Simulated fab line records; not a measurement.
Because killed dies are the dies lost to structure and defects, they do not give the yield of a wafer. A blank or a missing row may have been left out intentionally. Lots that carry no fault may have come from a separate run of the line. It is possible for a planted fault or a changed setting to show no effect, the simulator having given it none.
Comparing a struck lot with a sound one | flow nandHarc | 27 steps out of a route of 1302
Sound: wafers L949.1, L949.4, L949.6. Struck: wafers L968.3, L968.4, L968.5. The cause is given at the end.
Per side, at each step with rows, come the tool, then ch with its chambers, and then its first start. Under that, the readings that differ: sound wafers | struck wafers | difference of the means | sigmas: that difference in standard deviations of wafers without a fault.
alike: readings whose means differ by less than 2 such deviations, and words and numbers that are the same on both sides. not compared: withheld readings, readings that some wafer has no value for, bounds like >300 that may hide the same value, and numbers for which the record gives no deviation and whose values overlap.
The two part at a step that has a row with sigmas, a row that says differs or no value, or rows on one side only. Non-overlapping numbers with no deviation appear without sigmas and do not part them. Lack of a reading on every wafer of one side parts them only where that side has two or more wafers.

first, 1 step without rows for these wafers: NHARC_P_M1_DEGAS_29 (time 60 s).
NHARC_P_M1_PRE_CLEAN_30: time 30 s.
  sound on pvdSputter-03; struck on pvdSputter-02
  alike: heaterPowerW
NHARC_P_M1_PVD_20: deposits TaN, target thk 5 nm, time 8.06 s.
  sound on pvdSputter-03; struck on pvdSputter-02
  alike: throttleValvePct
then, 2 steps without rows for these wafers: NHARC_P_M1_PVD_21 (deposits Cu, target thk 30 nm, time 20.49 s); NHARC_P_M1_ECD_22 (material Cu, target thk 400 nm).
NHARC_P_M1_ANNEAL_31: time 90 s.
  sound on rtpAnneal-01 ch 0, day 6 20:26; struck on rtpAnneal-02 ch 0, day 14 15:49
  alike: wafer_temp_C_max
NHARC_P_M1_CMP_23: polishes, t overpolish 20 s, target thk 157.82 nm.
  sound on cmp-03 ch 1,2, day 6 20:47; struck on cmp-03 ch 0,1,3, day 14 16:05
  alike: motorCurrentA, timeToEndpointS
NHARC_P_M1_THK_MEAS_24: measures by xrf.
  sound: filmMetro-01 at day 6 21:06; struck: filmMetro-01 at day 14 16:23
reading    | sound             | struck            | difference | sigmas
thkNm (nm) | 159.3 160.9 159.8 | 158.0 156.9 156.7 | -2.8       | -2
then, 1 step without rows for these wafers: NHARC_P_M1_SRD_25.
NHARC_P_M1_INSPECT_27:
  sound: defectInspect-02 at day 6 21:18; struck: defectInspect-01 at day 14 16:32
  alike: rawDefectCount
NHARC_P_M1_PRE_CLEAN_32: time 12 s.
  sound on pecvd-03 ch 0,1,2, day 6 21:22; struck on pecvd-03 ch 0,2, day 14 16:38
  alike: heaterPowerW
NHARC_P_M1_DEP_33: deposits SiCN, target thk 30 nm.
  sound on pecvd-03 ch 0,1,2, day 6 21:26; struck on pecvd-03 ch 0,2, day 14 16:46
  alike: heaterPowerW
then, 10 steps without rows for these wafers: NHARC_P_M2_DEP_00 (deposits SiOC, target thk 182.5 nm); NHARC_P_M2_DEHYDRATE_01 (time 120 s); NHARC_P_M2_HMDS_02 (time 30 s); NHARC_P_M2_COAT_34 (time 65 s); NHARC_P_M2_COAT_03 (resist thk 90 nm); NHARC_P_M2_SOFTBAKE_04 (time 55 s); NHARC_P_M2_EBR_05; NHARC_P_M2_EXPOSE_06 (exposes mask P M2, target cd 170 nm); NHARC_P_M2_PEB_07 (peb time 65 s); NHARC_P_M2_DEVELOP_08 (develop time 35 s).
NHARC_P_M2_CD_MEAS_09: the cd target is 170 nm.
  sound on cdSem-03 ch 0, day 6 22:34; struck on cdSem-02 ch 0, day 14 17:55
  alike: cdNm
NHARC_P_M2_OVL_MEAS_10: pitch 340 nm.
  sound: overlay-01 at day 6 22:40; struck: overlay-02 at day 14 17:59
  alike: overlayXNm, overlayYNm
NHARC_P_M2_INSPECT_11:
  sound: defectInspect-02 at day 6 22:41; struck: defectInspect-02 at day 14 18:02
reading        | sound | struck      | difference | sigmas
rawDefectCount | 7 5 6 | 610 570 575 | +579       | +99 or more
then, 1 step without rows for these wafers: NHARC_P_M2_DESCUM_14 (chemistry O2, time 3 s).
-- record jumps: 18 days between struck wafers' starts before vs after; left off in module P_M2, resumes in module END, first step shown is number 1302 of the route --
NHARC_END_SORT_01:
  only the struck wafers appear in the record here, on prober-01 ch 0 at day 32 10:02; the sound ones have no rows

== WHERE THEY PART ==
Last at NHARC_END_SORT_01 as far as this record goes, first at NHARC_P_M1_THK_MEAS_24.

WHY: whatever the simulator had introduced
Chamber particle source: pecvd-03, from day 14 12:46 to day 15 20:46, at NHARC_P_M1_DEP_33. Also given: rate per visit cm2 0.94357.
